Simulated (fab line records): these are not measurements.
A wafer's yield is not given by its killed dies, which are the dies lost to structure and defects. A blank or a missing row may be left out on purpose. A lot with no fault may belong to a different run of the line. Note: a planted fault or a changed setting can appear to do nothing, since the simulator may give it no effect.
Matching of chambers -- flow n5_finfet -- 3 sister chambers for N5_BEOL_M6_ILD_DEP_00 on pecvd-04
The step deposits SiCOH lowk from DEMS/porogen, target thk 179.75 nm, time 33.4 s. 3 wafers are shown with their chamber, then 12 later ones without.

## EACH WAFER AND ITS CHAMBER
wafer,chamber,showerhead_plenum_p_Torr (Torr)
L090.5,1,5.724
L092.3,0,5.760
L092.5,2,5.734

## WAFERS WITH NO CHAMBER GIVEN
wafer,showerhead_plenum_p_Torr (Torr)
L093.1,5.756
L093.4,5.752
L093.6,5.757
L095.2,5.730
L095.3,5.729
L095.4,5.725
L096.3,5.733
L096.4,5.736
L096.5,5.734
L097.2,5.709
L097.3,5.756
L097.4,5.756

## WHICH CHAMBER EACH ONE RAN IN
wafer,from the rows above,in truth
L093.1,0,0
L093.4,can't be placed: 0 or 2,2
L093.6,0,0
L095.2,can't be placed: 2 or 1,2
L095.3,can't be placed: 1 or 2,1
L095.4,can't be placed: 1 or 2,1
L096.3,can't be placed: 2 or 1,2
L096.4,can't be placed: 2 or 1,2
L096.5,can't be placed: 2 or 1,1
L097.2,can't be placed: 1 or 2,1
L097.3,0,0
L097.4,0,0
Placed correctly: 4 of 12. Not placeable from these rows: 8 (in 8, the candidates include the true chamber). Placed wrongly: 0.
How it was worked out, from the rows above alone: a wafer's distance from a chamber is the root of the sum, over the readings, of the square of ((its reading less the chamber's mean) divided by the reading's scatter). If the next closest chamber is less than 2 further off than the closest, the wafer can't be placed; otherwise it belongs to the closest. A chamber's mean is the mean of its shown wafers. The scatter: root of mean squared gap, hidden wafer to nearest shown wafer, with one shown wafer a chamber.
